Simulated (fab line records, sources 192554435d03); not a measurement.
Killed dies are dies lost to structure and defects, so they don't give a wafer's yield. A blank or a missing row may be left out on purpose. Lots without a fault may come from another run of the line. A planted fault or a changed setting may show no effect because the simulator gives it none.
Which tool did it? | flow n5_finfet | 24 lots, 72 wafers sampled, at 1 step of a route of 1938

WHAT THE GAUGES READ, wafer by wafer
N5_FIN_CUT_OVL_MEAS_09.
lot  | measured    | on         | FIN_CUT_OVL (nm)
L074 | day 2 02:44 | overlay-01 | 0.0 0.7 0.4
L075 | day 2 08:47 | overlay-02 | -0.8 -1.0 -1.8
L076 | day 2 14:57 | overlay-01 | -0.7 1.1 0.6
L077 | day 2 22:03 | overlay-01 | 0.8 1.0 0.0
L078 | day 3 04:34 | overlay-01 | 0.5 0.3 -0.6
L079 | day 3 09:07 | overlay-01 | 0.8 -0.4 -0.2
L080 | day 3 20:17 | overlay-02 | 0.1 -0.3 -0.1
L081 | day 4 04:22 | overlay-02 | -0.1 0.4 0.1
L082 | day 4 07:29 | overlay-01 | -0.5 0.4 -0.1
L083 | day 4 09:14 | overlay-01 | -0.1 -0.8 -0.8
L084 | day 4 14:41 | overlay-01 | -0.4 -0.6 -0.1
L085 | day 4 21:22 | overlay-01 | -0.5 0.9 -0.2
L086 | day 5 03:36 | overlay-01 | -1.2 -1.0 -1.7
L087 | day 5 09:07 | overlay-02 | 0.8 -0.2 0.3
L088 | day 5 14:21 | overlay-01 | -0.8 -0.6 -1.1
L089 | day 5 20:17 | overlay-01 | -0.9 -2.0 -1.5
L090 | day 6 02:14 | overlay-02 | -0.5 -1.0 -0.7
L091 | day 6 08:53 | overlay-01 | 0.3 -0.8 0.4
L092 | day 6 14:56 | overlay-01 | 0.2 -1.2 0.1
L093 | day 6 20:40 | overlay-01 | -0.5 0.2 -0.5
L094 | day 7 07:37 | overlay-01 | -1.8 -1.5 -1.0
L095 | day 7 10:29 | overlay-01 | 0.1 -1.1 0.2
L096 | day 7 16:01 | overlay-01 | -0.6 -0.9 0.7
L097 | day 7 21:45 | overlay-01 | 0.5 -0.3 -0.1

WHICH TOOL RAN EACH LOT (tool, then ch and the chambers of the sampled wafers, then the start)
The record holds no process step before these readings.

WHAT THE TOOLS THEMSELVES READ (means of the sampled wafers that have a number; where no wafer has one, the mark that the record gives instead)
The record holds no such reading with a usual standard deviation.

THE ANSWER, worked out from the rows above alone
Rule: what is usual is taken from the lots themselves. Put in order of their means at a reading, lots are off if they are a third of the lots or fewer, leave a main group of 4 or more, and stand apart from it by a gap of 3 or more times the standard deviation of the main group's means; of several such gaps the widest counts. A main group whose means are all the same, to the digits that the tables above print for the reading, isn't used. A lot without any number at a reading at which 4 lots or more have one is off too. The other lots that the step has rows for count as sound. The gauges are gone through in route order, then the tools' own readings, and for those a lot's mean is taken as printed above. The first step at which some lot is off is used, and at that step the reading that is off furthest; a lot without a number counts as furthest.
No lot is off at any reading shown: from this, nothing can be told.

WHAT THE SIMULATOR HAD PUT IN
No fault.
